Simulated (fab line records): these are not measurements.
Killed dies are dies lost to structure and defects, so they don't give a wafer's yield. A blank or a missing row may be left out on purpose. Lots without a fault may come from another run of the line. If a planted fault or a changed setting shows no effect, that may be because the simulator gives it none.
fab line records | flow nand-harc
record: lots: 6 wafers: 18 last-day: 23
route steps=1159 shown P_STI@85 P_GATE@110 END@1159
lots that met no fault: taken from a fault-free run of the same line
start-h: hours from the record's opening day to when the first of the lot's shown wafers began | wait-h: hours elapsed since this lot's preceding step | " repeats the value in the row above | L1.1+2: several wafers, shown together as one row | - no value present, or no start provided | * or withheld: withheld | < > ~ a bound
route shown NAME@n: a module of which the file shows steps, and the number in the route of the first | usual: average and standard deviation across the fault-free wafers | same: alike in all rows | chamber/n: place in a boat | sites: per-site readings | _std_site: the standard deviation of these | _edge_site: inner sites' mean taken away from outer sites' mean | radius-mm: for every site, how far away it sits from the centre of the wafer | mask NAME#n: copy n | behind: the last tool/chamber to shape the wafer | hold: why the lot was held/for how many hours/how that ended | device: the n, p or np transistor that did not switch | end of line: the route-end tests of the same wafers | a step with no rows: only its recipe | killed: dies lost to structure and defects at the first sort, not the wafer's yield | map: a wafer's dies, marking killed ones x, the rest . and places with no die _
set.NAME: setting as actually run; set.NAME@STEP: the setting as run at that earlier step | model.NAME: the simulator's own value behind a step, which no gauge read
a table for each step, a row for each wafer; lots at some steps of the route
services: when a tool's chamber went out of use (start-h, in hours from the record's first day, below 0 if earlier), for how many hours, and the reason
== steps ==
step: NHARC_P_STI_INSPECT_11
usual: raw-defect-count: 6/3.3
columns lot.wafer tool chamber start-h wait-h raw-defect-count
L720.2 defect-inspect-02 - 39.87 0.0 2
L720.4 " - " " 1
L720.5 " - " " 5
L722.1 defect-inspect-02 - 52.04 0.0 3
L722.3 " - " " 5
L722.6 " - " " 5
L724.1 defect-inspect-02 - 67.24 0.0 2
L724.4 " - " " 0
L724.5 " - " " 6
L725.1 defect-inspect-02 - 70.86 0.0 5
L725.3 " - " " 4
L725.4 " - " " 2
L735.2 defect-inspect-01 - 131.65 0.0 5
L735.4 " - " " 2
L735.5 " - " " 6
L736.2 defect-inspect-02 - 136.88 0.0 10
L736.5 " - " " 7
L736.6 " - " " 4
step: NHARC_P_STI_HARDBAKE_13
recipe: temp-c: 118 time-s: 65
step: NHARC_P_STI_DESCUM_14
recipe: time-s: 3 o2-flow-sccm: 200 ar-flow-sccm: 0 bias-power-w: 0 chemistry: O2
step: NHARC_P_STI_ETCH_42
recipe: target-depth-a: 800 overetch-a: 240 time-s: 61 ion-energy-ev: 200 n2-flow-sccm: 150 h2-flow-sccm: 150 ar-flow-sccm: 0 rf-w: 400 bias-w: 150 chemistry: N2/H2
usual: bias-w: 150.0/0.43 drypump-motor-current-A: 5.6/0.3 n2-flow-sccm: 150.0/0.41 oes-product-au: 1.002/0.011 rf-vpp-V: 431.5/2.1 showerhead-plenum-p-Torr: 2.08/0.073 throttle-valve-pct: 14.172/0.0088
columns lot.wafer tool chamber start-h wait-h bias-w drypump-motor-current-A n2-flow-sccm oes-product-au rf-hours-counter-h rf-vpp-V showerhead-plenum-p-Torr throttle-valve-pct
L720.4 rie-diel-11 3 40.10 0.1 149.7 5.2 149.8 1.008 0.4 431.8 2.07 14.173
L720.2 " 1 " " 149.8 5.3 150.1 1.023 0.3 430.5 2.05 14.171
L720.5 " 2 " " 149.9 5.5 149.5 1.018 - 432.7 2.14 14.181
L722.1 rie-diel-11 1 52.27 0.1 150.6 5.2 149.3 1.026 0.9 431.5 2.05 14.186
L722.3 " 3 " " 149.6 5.2 149.9 0.994 0.8 431.3 2.07 14.165
L722.6 " 1 " " 150.7 5.2 149.4 1.025 - 430.5 2.05 14.171
L724.1 rie-diel-11 2 67.47 0.1 149.7 5.6 149.9 1.021 1.4 432.9 2.13 14.178
L724.4 " 3 " " 149.4 5.2 150.1 1.002 1.1 432.8 2.07 14.169
L724.5 " 0 " " 150.5 5.8 150.3 0.995 - 427.3 1.99 14.169
L725.1 rie-diel-05 2 71.10 0.1 150.2 5.3 149.7 0.996 2.8 429.2 2.00 14.191
L725.3 " 3 " " 149.5 5.8 149.6 0.997 2.3 429.3 1.99 14.178
L725.4 " 0 " " 150.1 5.8 150.2 1.005 3.0 434.5 2.19 14.179
L735.2 rie-diel-03 0 131.90 0.1 149.9 5.9 149.5 0.992 6.8 430.1 1.98 14.170
L735.5 " 1 " " 150.6 5.9 149.6 1.000 - 433.1 2.18 14.168
L735.4 " 3 " " 149.9 5.5 149.7 0.998 - 433.3 2.15 14.173
L736.2 rie-diel-05 3 137.11 0.1 150.1 5.8 150.1 1.010 5.0 428.5 1.99 14.163
L736.6 " 0 " " 150.3 5.8 150.1 1.005 - 435.6 2.19 14.161
L736.5 " 1 " " 149.2 6.1 150.2 1.015 - 431.0 2.06 14.172
step: NHARC_P_STI_ETCH_31
recipe: target-depth-a: 1089 time-s: 54.5 cf4-flow-sccm: 100 chf3-flow-sccm: 30 ar-flow-sccm: 0 rf-w: 500 bias-w: 200 chemistry: CF4/CHF3
usual: bias-w: 200.0/0.6 drypump-motor-current-A: 5.6/0.31 oes-product-au: 0.962/0.019 rf-vpp-V: 371.4/1.9 showerhead-plenum-p-Torr: 1.60/0.05 throttle-valve-pct: 16.802/0.0094
columns lot.wafer tool chamber start-h wait-h bias-w drypump-motor-current-A oes-product-au rf-hours-counter-h rf-vpp-V showerhead-plenum-p-Torr throttle-valve-pct
L720.4 rie-diel-11 2 - - 200.1 5.5 0.962 0.4 373.0 1.64 16.810
L720.2 " 0 " " 200.1 5.8 0.957 0.4 368.9 1.54 16.798
L720.5 " 1 " " 199.0 5.2 0.977 - 371.0 1.58 16.805
L722.1 rie-diel-11 2 - - 200.4 5.5 0.989 0.9 373.3 1.64 16.809
L722.3 " 1 " " 200.1 5.3 0.972 0.9 369.5 1.58 16.793
L722.6 " 2 " " 200.9 5.5 1.004 - 372.7 1.64 16.801
L724.1 rie-diel-11 1 - - 200.4 5.2 0.997 1.4 369.8 1.58 16.812
L724.4 " 2 " " 201.3 5.5 0.998 1.4 373.7 1.64 16.799
L724.5 " 1 " " 198.9 5.2 1.001 - 372.2 1.58 16.802
L725.4 rie-diel-05 1 - - 199.6 6.1 0.950 2.8 369.2 1.59 16.803
L725.3 " 2 " " 200.1 5.3 0.940 2.8 369.3 1.55 16.784
L725.1 " 0 " " 199.5 5.8 0.962 3.0 374.2 1.68 16.800
L735.2 rie-diel-03 0 - - 200.5 5.9 0.949 6.8 370.6 1.53 16.810
L735.5 " 3 " " 199.3 5.5 0.950 - 372.9 1.65 16.788
L735.4 " 0 " " 200.1 5.9 0.943 - 368.1 1.53 16.801
L736.2 rie-diel-05 1 - - 200.5 6.1 0.962 5.4 371.5 1.59 16.805
L736.5 " 3 " " 199.5 5.8 0.983 - 368.6 1.54 16.793
L736.6 " 0 " " 199.0 5.8 0.974 - 374.7 1.68 16.805
step: NHARC_P_STI_ETCH_15
recipe: target-depth-a: 3000 taper-deg: 4 time-s: 100.1 hbr-flow-sccm: 150 cl2-flow-sccm: 50 rf-w: 400 icp-w: 400 bias-w: 100 chemistry: HBr/Cl2
usual: bias-w: 100.0/0.31 drypump-motor-current-A: 5.5/0.41 oes-product-au: 1.004/0.0084 throttle-valve-pct: 26.405/0.0091
columns lot.wafer tool chamber start-h wait-h bias-w drypump-motor-current-A oes-product-au rf-hours-counter-h throttle-valve-pct
L720.4 rie-si-06 2 40.28 - 99.7 4.8 1.003 0.1 26.394
L720.2 " 3 " " 99.9 6.2 0.998 0.1 26.389
L720.5 " 2 " " 100.0 4.7 1.004 - 26.398
L722.3 rie-si-01 0 52.47 - 100.4 5.3 1.011 0.7 26.400
L722.1 " 2 " " 100.0 5.8 1.010 0.7 26.392
L722.6 " 3 " " 99.8 5.7 1.020 - 26.409
L724.4 rie-si-01 1 67.67 - 99.9 5.2 0.990 0.9 26.411
L724.1 " 2 " " 100.1 5.8 1.002 0.8 26.415
L724.5 " 0 " " 100.0 5.3 1.010 - 26.409
L725.3 rie-si-06 1 71.29 - 100.2 5.6 0.990 0.3 26.414
L725.1 " 2 " " 100.3 4.7 1.003 0.3 26.402
L725.4 " 0 " " 99.8 5.6 1.007 0.4 26.396
L735.2 rie-si-03 1 132.10 - 100.5 5.6 1.002 0.7 26.405
L735.4 " 2 " " 99.8 5.8 1.019 1.0 26.421
L735.5 " 2 " " 100.4 5.8 1.007 - 26.395
L736.2 rie-si-01 3 137.31 - 99.9 5.7 1.001 0.0 26.403
L736.5 " 2 " " 100.0 5.8 1.016 - 26.405
L736.6 " 3 " " 99.9 5.7 1.000 - 26.399
step: NHARC_P_STI_CD_MEAS_16
usual: cd-nm: 197.8/2.2
columns lot.wafer tool chamber start-h wait-h cd-nm
L720.2 cd-sem-02 - 40.44 - 199.2
L720.4 " - " " 194.9
L720.5 " - " " 199.4
L722.1 cd-sem-03 - 52.63 - 199.7
L722.3 " - " " 197.8
L722.6 " - " " 199.7
L724.1 cd-sem-03 - 67.81 - 194.0
L724.4 " - " " 200.2
L724.5 " - " " 200.2
L725.1 cd-sem-03 - 71.45 - 197.8
L725.3 " - " " 198.7
L725.4 " - " " 197.5
L735.2 cd-sem-01 - 132.27 - 197.1
L735.4 " - " " 194.6
L735.5 " - " " 199.5
L736.2 cd-sem-03 - 137.47 - 199.9
L736.5 " - " " 200.1
L736.6 " - " " 201.7
step: NHARC_P_STI_OCD_MEAS_17
usual: trench-depth-nm: 302/3.6 trench-foot-cd-nm: 156.2/2.2
columns lot.wafer tool chamber start-h wait-h trench-depth-nm trench-foot-cd-nm
L720.2 ocd-02 - 40.53 0.1 301 157.6
L720.4 " - " " 302 152.6
L720.5 " - " " 301 157.8
L722.1 ocd-02 - 52.71 0.1 307 157.4
L722.3 " - " " 306 157.3
L722.6 " - " " 309 156.5
L724.1 ocd-02 - 67.90 0.1 303 152.7
L724.4 " - " " 297 160.1
L724.5 " - " " 303 159.9
L725.1 ocd-02 - 71.54 0.1 300 157.2
L725.3 " - " " 297 159.2
L725.4 " - " " 300 157.4
L735.2 ocd-02 - 132.35 0.1 303 153.8
L735.4 " - " " 306 152.8
L735.5 " - " " 302 157.4
L736.2 ocd-01 - 137.55 0.1 301 158.7
L736.5 " - " " 307 156.5
L736.6 " - " " 301 159.3
step: NHARC_P_STI_STRIP_19
recipe: time-s: 900 temp-c: 130 chemistry: SPM
step: NHARC_P_STI_PRECLEAN_32
recipe: time-s: * temp-c: 50 bath-age-min: 0 chemistry: SC1
step: NHARC_P_STI_SRD_23
step: NHARC_P_STI_OCD_MEAS_43
usual: trench-depth-nm: 302/3.6 trench-foot-cd-nm: 156.3/2.2
columns lot.wafer tool chamber start-h wait-h trench-depth-nm trench-foot-cd-nm
L720.2 ocd-02 - 41.04 - 301 157.5
L720.4 " - " " 302 153.1
L720.5 " - " " 302 157.8
L722.1 ocd-02 - 53.22 - 306 156.9
L722.3 " - " " 306 157.1
L722.6 " - " " 309 156.1
L724.1 ocd-01 - 68.41 - 303 153.1
L724.4 " - " " 297 159.7
L724.5 " - " " 304 159.4
L725.1 ocd-01 - 72.04 - 300 157.3
L725.3 " - " " 296 159.5
L725.4 " - " " 301 157.1
L735.2 ocd-01 - 132.86 - 302 154.3
L735.4 " - " " 306 153.4
L735.5 " - " " 302 156.9
L736.2 ocd-01 - 138.06 - 300 158.5
L736.5 " - " " 308 156.4
L736.6 " - " " 300 158.6
step: NHARC_P_STI_OXIDE_33
recipe: target-thk-a: 100 temp-c: 1000 ox-time-s: 281 material: SiO2
usual: zone-power-lower-pct: 23.2/0.87
columns lot.wafer tool chamber start-h wait-h zone-power-lower-pct
L720.2 furnace-06 0 45.27 4.2 24.1
L720.4 " 0 " " 24.4
L720.5 " 0 " " 24.1
L722.1 furnace-08 0 58.86 5.6 23.0
L722.3 " 0 " " 23.1
L722.6 " 0 " " 22.6
L724.1 furnace-06 0 72.14 3.7 24.1
L724.4 " 0 " " 24.2
L724.5 " 0 " " 24.2
L725.1 furnace-06 0 72.14 0.1 24.5
L725.3 " 0 " " 24.4
L725.4 " 0 " " 24.4
L735.2 furnace-08 0 138.16 5.3 23.0
L735.4 " 0 " " 23.1
L735.5 " 0 " " 23.0
L736.2 furnace-08 0 138.16 0.1 23.6
L736.5 " 0 " " 23.6
L736.6 " 0 " " 23.6
step: NHARC_P_STI_HDPCVD_20
recipe: target-thk-a: withheld sigma-open-frac: withheld material: SiO2
step: NHARC_P_STI_ANNEAL_34
recipe: temp-c: 1000 time-s: 1800
step: NHARC_P_STI_CMP_21
recipe: t-overpolish-s: 20 target-thk-nm: 380.67
usual: motor-current-A: 11.9/1.2 overpolish-run-s: 20.000/0.0095 pad-life-wafers: 277/140
columns lot.wafer tool chamber start-h wait-h motor-current-A overpolish-run-s pad-life-wafers
L720.4 cmp-02 2 56.12 0.4 12.9 20.008 133
L720.2 " 3 " " 11.3 20.000 134
L720.5 " 2 " " 13.5 19.988 -
L722.3 cmp-02 3 74.11 0.4 11.9 20.008 240
L722.1 " 1 " " 12.5 19.992 242
L722.6 " 0 " " 10.8 20.010 -
L724.4 cmp-04 0 85.99 0.4 10.5 20.005 366
L724.1 " 2 " " 13.1 20.001 368
L724.5 " 0 " " 10.7 19.988 -
L725.4 cmp-02 2 85.99 0.4 13.6 19.995 306
L725.1 " 3 " " 11.3 20.015 307
L725.3 " 0 " " 10.7 20.006 308
L736.2 cmp-04 0 152.04 0.4 10.5 20.000 240
L736.5 " 0 " " 10.4 19.982 -
L736.6 " 1 " " 11.1 19.993 -
L735.4 cmp-01 3 152.07 0.4 10.3 19.985 367
L735.2 " 0 " " 12.4 20.011 368
L735.5 " 2 " " 11.4 19.989 -
step: NHARC_P_STI_SRD_35
step: NHARC_P_STI_ETCH_36
recipe: target-depth-a: 388 chemistry: dHF material: SiO2
step: NHARC_P_STI_STRIP_24
recipe: temp-c: 160 chemistry: H3PO4 material: Si3N4
step: NHARC_P_STI_ETCH_37
recipe: target-depth-a: 110 chemistry: dHF material: SiO2
step: NHARC_P_STI_PRECLEAN_38
recipe: time-s: * temp-c: 50 bath-age-min: 0 chemistry: SC1
step: NHARC_P_STI_SRD_39
step: NHARC_P_STI_OXIDE_40
recipe: target-thk-a: 100 temp-c: 900 ox-time-s: 1362 material: SiO2
step: NHARC_P_GATE_ETCH_69
recipe: target-depth-a: 140 chemistry: dHF material: SiO2
step: NHARC_P_GATE_PRECLEAN_70
recipe: time-s: * temp-c: 50 bath-age-min: 0 chemistry: SC1
step: NHARC_P_GATE_SRD_01
step: NHARC_P_GATE_OXIDE_02
recipe: target-thk-a: 375 temp-c: 950 p-h2o-torr: 720 ox-time-s: 365 material: SiO2
step: NHARC_P_GATE_DEHYDRATE_03
recipe: temp-c: 150 time-s: 120
step: NHARC_P_GATE_HMDS_04
recipe: time-s: 30
step: NHARC_P_GATE_COAT_05
recipe: spin-rpm: 4690
step: NHARC_P_GATE_SOFTBAKE_06
recipe: temp-c: 122 time-s: 95
step: NHARC_P_GATE_EBR_07
step: NHARC_P_GATE_EXPOSE_08
recipe: na: 0.6 dose-mj: 16.75 mask-id: P_HV
step: NHARC_P_GATE_PEB_09
recipe: peb-temp-c: 118 peb-time-s: 85
step: NHARC_P_GATE_DEVELOP_10
recipe: time-s: 70
step: NHARC_P_GATE_CD_MEAS_11
recipe: target-cd-nm: 1640 landing-energy-ev: 500
usual: cd-nm: 1639.3/1.7
columns lot.wafer tool chamber start-h wait-h cd-nm
L720.2 cd-sem-02 0 75.24 - 1640.6
L720.4 " 0 " " 1639.4
L720.5 " 0 " " 1640.2
L722.1 cd-sem-01 0 90.60 - 1639.1
L722.3 " 0 " " 1638.2
L722.6 " 0 " " 1636.5
L724.1 cd-sem-01 0 102.56 - 1640.3
L724.4 " 0 " " 1640.8
L724.5 " 0 " " 1639.9
L725.1 cd-sem-02 0 102.72 - 1638.7
L725.3 " 0 " " 1639.6
L725.4 " 0 " " 1640.2
L736.2 cd-sem-02 0 170.57 - 1638.5
L736.5 " 0 " " 1637.2
L736.6 " 0 " " 1638.5
L735.2 cd-sem-01 0 170.73 - 1640.0
L735.4 " 0 " " 1639.7
L735.5 " 0 " " 1638.6
step: NHARC_P_GATE_HARDBAKE_12
recipe: temp-c: 125 time-s: 80
step: NHARC_P_GATE_DESCUM_13
recipe: time-s: 3 o2-flow-sccm: 200 ar-flow-sccm: 0 bias-power-w: 0 chemistry: O2
usual: drypump-motor-current-A: 5.7/0.4 oes-product-au: 1.000/0.011 rf-vpp-V: 58.2/0.84 showerhead-plenum-p-Torr: 1.99/0.068 throttle-valve-pct: 11.311/0.0097
columns lot.wafer tool chamber start-h wait-h drypump-motor-current-A oes-product-au rf-hours-counter-h rf-vpp-V showerhead-plenum-p-Torr throttle-valve-pct
L720.2 rie-diel-07 3 75.44 - 5.5 0.993 3 57.9 2.03 11.298
L720.4 " 0 " " 6.3 0.997 5 58.7 2.03 11.294
L720.5 " 1 " " 5.4 1.016 - 56.1 1.92 11.305
L722.1 rie-diel-09 3 90.76 - 5.1 0.991 0 58.4 2.00 11.311
L722.3 " 2 " " 5.9 1.002 0 59.3 2.06 11.303
L722.6 " 3 " " 5.1 0.996 - 56.9 2.00 11.322
L724.4 rie-diel-09 3 102.72 - 5.1 0.989 2 59.0 2.00 11.327
L724.1 " 1 " " 6.2 1.023 2 58.4 2.03 11.292
L724.5 " 3 " " 5.1 0.988 - 57.5 2.00 11.315
L725.3 rie-diel-07 2 102.89 - 6.0 0.999 19 60.0 2.07 11.288
L725.1 " 0 " " 6.3 0.987 17 57.5 2.02 11.319
L725.4 " 1 " " 5.4 1.000 19 57.8 1.91 11.328
L736.2 rie-diel-09 3 170.72 - 5.1 0.998 11 59.4 2.00 11.293
L736.6 " 3 " " 5.1 0.986 - 58.1 2.00 11.309
L736.5 " 0 " " 5.5 0.997 - 57.0 1.88 11.316
L735.4 rie-diel-07 1 170.88 - 5.4 1.011 45 57.4 1.90 11.307
L735.2 " 0 " " 6.3 0.995 44 59.0 2.02 11.312
L735.5 " 1 " " 5.4 1.010 - 57.7 1.90 11.302
step: NHARC_P_GATE_ETCH_14
recipe: target-depth-a: 488 chemistry: dHF material: SiO2
step: NHARC_P_GATE_STRIP_15
recipe: time-s: 780 temp-c: 130 chemistry: SPM
step: NHARC_END_SORT_01
recipe: temp-c: 25
usual: killed-at-array: 26/9 killed-at-other: 0.8/1.2 killed-at-periphery: 3.2/2.3 killed-dies: 30/9.1 killed-open: 3.5/2 killed-short: 1.8/1.4
same: gross-dies: 677
columns lot.wafer tool chamber start-h wait-h killed-at-array killed-at-other killed-at-periphery killed-dies killed-open killed-short
L735.2 prober-01 0 531.67 2.8 16 2 394 412 2 1
L735.4 prober-01 0 533.28 3.4 11 6 391 408 1 1
L735.5 prober-01 0 534.09 3.7 16 1 405 422 3 1
L736.2 prober-01 0 543.56 2.8 27 1 367 395 1 1
L736.5 prober-01 0 545.97 3.7 25 2 405 432 1 0
L736.6 prober-01 0 546.77 4.0 25 1 389 415 2 2
killed by level:class
L735.2 P_STI:unspecified=393 A_SLIT:chamber-film-flake=10 A_CHANNEL_HOLE_D1:chamber-film-flake=2 THIN_TSV:chamber-film-flake=2 P_CONTACT:geometric-particle:open=1 A_SGD_CUT:geometric-particle:short=1 A_WL_FILL:geometric-particle:open=1 A_CONTACT:chamber-film-flake=1
L735.4 P_STI:unspecified=391 THIN_TSV:chamber-film-flake=6 A_SLIT:chamber-film-flake=6 A_CHANNEL_HOLE_D1:chamber-film-flake=2 A_BLC:geometric-particle:short=1 A_BLC:geometric-particle:open=1 A_ZERO_WELL:chamber-film-flake=1
L735.5 P_STI:unspecified=404 A_SLIT:chamber-film-flake=8 A_STAIRCASE:chamber-film-flake=2 A_CHANNEL_HOLE_D1:chamber-film-flake=2 P_CONTACT:geometric-particle:short=1 A_CONTACT:chamber-film-flake=1 A_CHANNEL_FILL_D1:geometric-particle:open=1 A_CONTACT:geometric-particle:open=1
L736.2 P_STI:unspecified=367 A_CHANNEL_HOLE_D1:chamber-film-flake=17 A_CONTACT:chamber-film-flake=4 A_STAIRCASE:chamber-film-flake=3 A_SGD_CUT:geometric-particle:short=1 A_CONTACT:geometric-particle:open=1 A_M0:chamber-film-flake=1 THIN_TSV:chamber-film-flake=1
L736.5 P_STI:unspecified=404 A_CHANNEL_HOLE_D1:chamber-film-flake=13 A_STAIRCASE:chamber-film-flake=5 A_CONTACT:chamber-film-flake=5 THIN_TSV:chamber-film-flake=2 A_CONTACT:geometric-particle:open=1 P_STI:chamber-film-flake=1 A_WL_FILL:chamber-film-flake=1
L736.6 P_STI:unspecified=388 A_CHANNEL_HOLE_D1:chamber-film-flake=12 A_CONTACT:chamber-film-flake=6 A_STAIRCASE:chamber-film-flake=3 A_ONON_D1:geometric-particle:short=1 A_CONTACT:geometric-particle:open=1 A_CONTACT:geometric-particle:short=1 A_BLC:geometric-particle:open=1
map L735.5 (x killed, . not)
____________.____________
_________xxxx.x._________
_______.xx.xx.xxx._______
______.xxx.xxxx.x..______
_____xxxxx..x.x.x.xx_____
____..xx..xxxxx.xxxx.____
____xxxxxxxxxx.xx.xxx____
___x.x.....x...x...xxx___
___xxx...xxxxx...xxxxx___
__xx.x.xxxxx.x...x..x..__
__x..x..xxxxxxxxx.xxxxx__
_x.xxx.xxxxx.xxx...x.xx._
_.xxxxxx.x.xx.xx........_
_xxxx.x.xx...xxx.xxxx.xx_
_xx.xxxxx.xx...x.x.x..xx_
_.xx.xx....x..xxx..x...x_
xxxx..x.x.x.xx..xx.x..x..
xx..x..x.x....xx...xxxx..
x.xx.....xx..xx.xxxxxxx..
x.x....x.x.x..xxx..xx.x..
x.xxxxxxx..xxxxxxxxxxx...
_xxxxx.xx..x.xxxx.x.xxxx_
_.xxxxxxx.xxx.xx..xx.xx._
_x....xxx.xx.xxxxx.xx..x_
_.xxxx.xxxx.xx..xxx.xx.._
_xx..xxx..x.x.x..xxxxx.._
__xx.xxxx.x.xxx.xxxx.xx__
__xxxx..xxxxx..xxxx.xxx__
___.x.xxx.xx..x..xxx.x___
___.xx...xxx.x..x.xx.x___
____xxx..xxxx.xxxxx.x____
____xxx.x.x....xxxxx.____
_____x.xxxxx..x.xxxx_____
______x.xxx.xxxxxxx______
_______x.xx.x..xxx_______
_________.x.xxxx_________
____________.____________
map L736.5 (x killed, . not)
____________x____________
_________xx.x.xx_________
_______..x.x..xxx._______
______.xxx..xx...xx______
_____....xx.xxxxx.x._____
____...xxx.xxxxxxx...____
____..xx..xxxxxxx.xxx____
___.x.x.xxx....xx.xxx.___
___x.xx...xxx.xx.xx.x.___
__x..xxxxxx.xxxx...x..x__
__x.xxxx.xxx.xx.xxx..xx__
_.x..x.xxx.x.xxxx....x.x_
_xx.xx.xx.xx.xx..xxxxx.._
_xxx...xxxx.xxx.xxx.xxx._
_.x..x.xxxxxx.x.x.xx...._
_xxx.xx.xx.xx.xxxxx.x.xx_
x.x.xxxx.xxxxxxxxxxx.xxx.
..xx..x.x.xxxx..xx.xxxxxx
xxxxxx.xxxxxx.x.xx..xx..x
x..xx.xx.x.xx...xxx.xxx..
xxx.x.xxxxx.xxxx..xx.xxxx
_x.x.x....xxxx.xxx..xxxx_
_.xx..xxxxxxxxxx.xxxx.xx_
_..xxxxxx.xxxxxx..xx..x._
_...x.x.xx..x.xxxxxxxxx._
_x.xx.xxx.x.xxxx..xx..x._
__xxx.x.xx.xxxx...x....__
__xxx......xx.x.x.xxxx.__
___xxxxx.x.xxxx.xx.x.x___
___x.xx.x.x..x..xxxxxx___
____.xx.xxxx..x.xx.xx____
____xxxxxx..xxxx..x.x____
_____.x...xx.xx..x.x_____
______.xxxxxxxx.x.x______
_______.x..xxx.xxx_______
_________xxxx.xx_________
____________.____________
== services ==
columns tool chamber start-h hours kind
furnace-08 - 19.51 26.0 pm
cmp-02 - 30.61 4.0 pm
cmp-04 - 32.26 4.1 repair
rie-diel-03 - 38.30 9.0 pm
rie-diel-05 - 50.97 0.3 repair
rie-diel-07 - 51.20 9.0 pm
rie-diel-05 3 58.63 7.7 repair
rie-diel-11 3 59.20 3.1 repair
rie-diel-07 3 67.75 6.8 repair
rie-diel-05 2 76.57 14.5 repair
rie-diel-09 - 77.10 9.0 pm
rie-diel-09 0 91.79 5.9 repair
rie-diel-03 3 97.23 9.3 repair
rie-diel-11 2 107.76 4.7 repair
rie-diel-11 0 112.17 15.6 repair
rie-diel-11 3 114.17 2.7 repair
rie-si-01 - 127.00 9.0 pm
rie-diel-09 2 127.21 3.8 repair
cmp-02 - 128.61 4.0 pm
rie-diel-05 2 138.57 1.3 repair
rie-si-01 3 140.92 3.9 repair
rie-diel-07 2 162.71 6.0 repair
rie-diel-05 - 163.60 9.0 pm
rie-si-01 1 166.80 6.3 repair
== key ==
first-sign: step: NHARC_END_SORT_01 reading: killed-at-periphery direction: up sigmas: 99+ usual: 3.2 struck: 391.8
effect: step: NHARC_END_SORT_01 reading: killed-dies direction: up sigmas: 42 usual: 30 struck: 414
more-kills-born-at: NHARC_P_STI_OXIDE_33@furnace-08: 2347
met-at NHARC_P_STI_OXIDE_33
struck-wafers L735.2,L735.4,L735.5,L736.2,L736.5,L736.6
tester-left-out L735,L736
onset-between 58.86 138.16
also-fits time
fault: kind: chamber-particle-source tool: furnace-08 chamber: - onset-h: 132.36 steps: NHARC_P_STI_OXIDE_33 rate-per-visit-cm2: 0.98983 end-h: 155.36
tester-left-out: of these lots the tester's yield and bins aren't shown, on N5 and GAA mostly nor the transistor test; their killed dies are dies lost to structure and defects alone, not to doping, threshold or leakage, so they don't give the yield
